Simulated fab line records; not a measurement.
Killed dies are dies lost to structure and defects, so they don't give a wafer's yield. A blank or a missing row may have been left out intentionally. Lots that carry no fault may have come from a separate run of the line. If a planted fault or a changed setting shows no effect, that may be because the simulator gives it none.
A lot that was struck, set against a sound lot | flow n5Finfet | 41 steps out of a route of 1938
Sound: the wafers L443.4, L443.5, L443.6. Wafers struck: L432.2, L432.3, L432.6. Last of all comes the cause.
At each step with rows: each side's tool, then ch and its chambers, then its first start. Under that, the readings that differ: sound wafers | struck wafers | difference of the means | sigmas: that difference in standard deviations of wafers without a fault.
alike: readings whose means differ by less than 2 such deviations, and words and numbers that are the same on both sides. not compared: withheld readings, readings that some wafer has no value for, bounds like >300 that may hide the same value, and numbers for which the record gives no deviation and whose values overlap.
A row with sigmas, a row that says differs or no value, or rows on one side alone: a step with any of these is where the two part. Numbers that have no deviation but don't overlap get no sigmas and don't part them. A reading that every wafer of one side lacks parts them only if that side has two wafers or more.

first, 10 steps without rows for these wafers: N5_PMOS_HMC_CHANNEL_EPI_PRECLEAN_37 (cleans in O3/DIW, time 45 s); N5_PMOS_HMC_CHANNEL_EPI_PRECLEAN_24 (cleans in DHF, time 30 s); N5_PMOS_HMC_CHANNEL_EPI_SRD_25 (time 30 s); N5_PMOS_HMC_CHANNEL_EPI_EPI_26 (deposits Si from SiH4/H2, target thk 3.8 nm, time 22.7 s); N5_FIN_SAQP_PRECLEAN_42 (cleans in O3/DIW, time 60 s); N5_FIN_SAQP_PRECLEAN_00 (cleans in SC1, time 60 s); N5_FIN_SAQP_PRECLEAN_44 (cleans in SC2, time 45 s); N5_FIN_SAQP_SRD_01 (time 30 s); N5_FIN_SAQP_ALD_61 (deposits SiO2, target thk 4 nm, pulse time 1 s, purge time 2 s); N5_FIN_SAQP_DENSIFY_62 (time 60 s).
N5_FIN_SAQP_HM_DEP_03: deposits SiNx from SiH4/NH3/N2, target thk 38 nm, time 33.6 s.
  sound on pecvd-04 ch 0,1,2, day 7 08:46; struck on pecvd-03 ch 0,1, day 4 18:34
  no value came back on the struck wafers for any of 5 readings (chamberPressureTorr (Torr), heaterPowerOuterW (W) and others); on the sound wafers chamberPressureTorr (Torr) reads 1.504 1.500 1.503
N5_FIN_SAQP_THK_MEAS_05:
  sound on filmMetro-01, day 7 08:49; struck on filmMetro-01, day 4 18:39
reading    | sound          | struck      | difference | sigmas
thkNm (nm) | 38.9 38.9 39.3 | 4.0 4.0 4.0 | -35.0      | -63
then, 24 steps without rows for these wafers: N5_FIN_SAQP_PECVD_47 (deposits a-Si from SiH4/He, target thk 45 nm, time 36.3 s); N5_FIN_SAQP_PECVD_48 (deposits SiNx from SiH4/NH3/N2, target thk 25 nm, time 22.1 s); N5_FIN_SAQP_PECVD_06 (deposits a-Si from SiH4/He, target thk 60 nm, time 48.1 s); N5_FIN_SAQP_HM_DEP_72 (deposits SiO2 from SiH4/N2O, target thk 12 nm, time 7.2 s); N5_FIN_SAQP_COAT_49 (time 60 s, resist thk 100 nm); N5_FIN_SAQP_COAT_50 (time 60 s, resist thk 35 nm); N5_FIN_SAQP_COAT_10 (resist thk 90 nm); N5_FIN_SAQP_EBR_12; N5_FIN_SAQP_SOFTBAKE_11 (time 60 s); N5_FIN_SAQP_EXPOSE_13 (exposes mask FIN CORE, target cd 35.6 nm); N5_FIN_SAQP_PEB_14 (peb time 60 s); N5_FIN_SAQP_DEVELOP_15 (develop time 30 s); N5_FIN_SAQP_DESCUM_21 (chemistry O2, time 7.9 s); N5_FIN_SAQP_ETCH_51 (etches SiARC in CF4, target depth 45.5 nm, time 75.8 s); N5_FIN_SAQP_ETCH_52 (etches SOC in N2/H2, target depth 100 nm, overetch 20 nm, time 150 s); N5_FIN_SAQP_STRIP_53 (strips in N2/H2); N5_FIN_SAQP_HM_OPEN_73 (chemistry CHF3/O2, target SiO2, stops on a-Si, target depth 12 nm, time 16.8 s); N5_FIN_SAQP_STRIP_74 (strips in CHF3/O2); N5_FIN_SAQP_MANDREL_ETCH_22 (etches a-Si in HBr/Cl2, stops on SiNx, target depth 60 nm, bt time 10 s, time 30 s); N5_FIN_SAQP_STRIP_55 (strips in N2/H2); N5_FIN_SAQP_STRIP_23 (strips in SPM, time 750 s); N5_FIN_SAQP_SRD_66 (time 30 s); N5_FIN_SAQP_RECESS_75 (chemistry HF/NH3, target SiO2, target depth 14.4 nm, afs cycles 3, sublimation time 60 s); N5_FIN_SAQP_SPACER1_ALD_24 (deposits SiO2, target thk 20.3 nm, pulse time 1 s, purge time 2 s).
N5_FIN_SAQP_CD_MEAS_31 targets a cd of 8 nm.
  sound on cdSem-03 ch 0, day 7 13:03; struck on cdSem-03 ch 0, day 5 00:22
reading   | sound          | struck | difference                    | sigmas
cdNm (nm) | 8.17 8.02 7.93 | - - -  | no value on the struck wafers | 
N5_FIN_SAQP_HM_OPEN_33: chemistry CH3F/O2, target SiNx, target depth 49.4 nm, time 70.6 s.
  sound on rieDiel-02 ch 0,3, day 7 13:05; struck on rieDiel-01 ch 1,3, day 5 00:25
reading                  | sound             | struck         | difference | sigmas
etchRfOnTimeS (s)        | 72.0 71.9 71.1    | 6.0 6.0 6.0    | -65.7      | -41
oesProductAu (a.u.)      | 0.61 0.60 0.64    | 0.25 0.31 0.26 | -0.34      | -5
model.etch.depthNm (nm)  | 38.29 38.15 38.68 | 0 0 0          | -38        | 
model.FIN_SAQP.cdNm (nm) | 8 8.2 8.2         | 8.8 9 8.8      | +0.7       | 
  alike: drypumpMotorCurrentA, oes_ar_750_au, rfVppV, showerheadPlenumPTorr, throttleValvePct
  not compared: rfHoursCounterH
N5_FIN_SAQP_ETCH_34: etches SiO2 in C4F6/O2, target depth 45 nm, time 15 s.
  sound on rieDiel-02 ch 0,3, day 7 13:10; struck on rieDiel-01 ch 1,3, day 5 00:29
reading                                  | sound             | struck         | difference | sigmas
oesProductAu (a.u.)                      | 0.61 0.61 0.65    | 0.90 1.12 0.90 | +0.35      | +5
model.SiO2_of_FIN_SAQP_ALD_61.thkNm (nm) | 4.009 3.989 3.987 | 0 0 0          | -4         | 
model.FIN_SAQP.cdNm (nm)                 | 8 8.2 8           | 8.8 9 8.6      | +0.7       | 
  alike: drypumpMotorCurrentA, etchRfOnTimeS, oes_ar_750_au, rfVppV, showerheadPlenumPTorr, throttleValvePct
  not compared: rfHoursCounterH
N5_BEOL_M4_RC_MEAS_101:
  the record has rows for the sound wafers here (prober-01 ch 0, day 13 12:16) and none for the struck ones
-- the record jumps here: 10 days lie between the struck wafers' starts before and after (it left off in module BEOL_M4 and takes up again in module PASSIVATION, whose first step shown is number 1936 of the route) --
N5_PASSIVATION_PROBE_49:
  rows exist in the record for the struck wafers here (prober-01, day 15 04:47), but not for the sound ones

WHERE THEY PART
First at N5_FIN_SAQP_HM_DEP_03; last, within this record, at N5_PASSIVATION_PROBE_49.

WHY: the cause the simulator had injected
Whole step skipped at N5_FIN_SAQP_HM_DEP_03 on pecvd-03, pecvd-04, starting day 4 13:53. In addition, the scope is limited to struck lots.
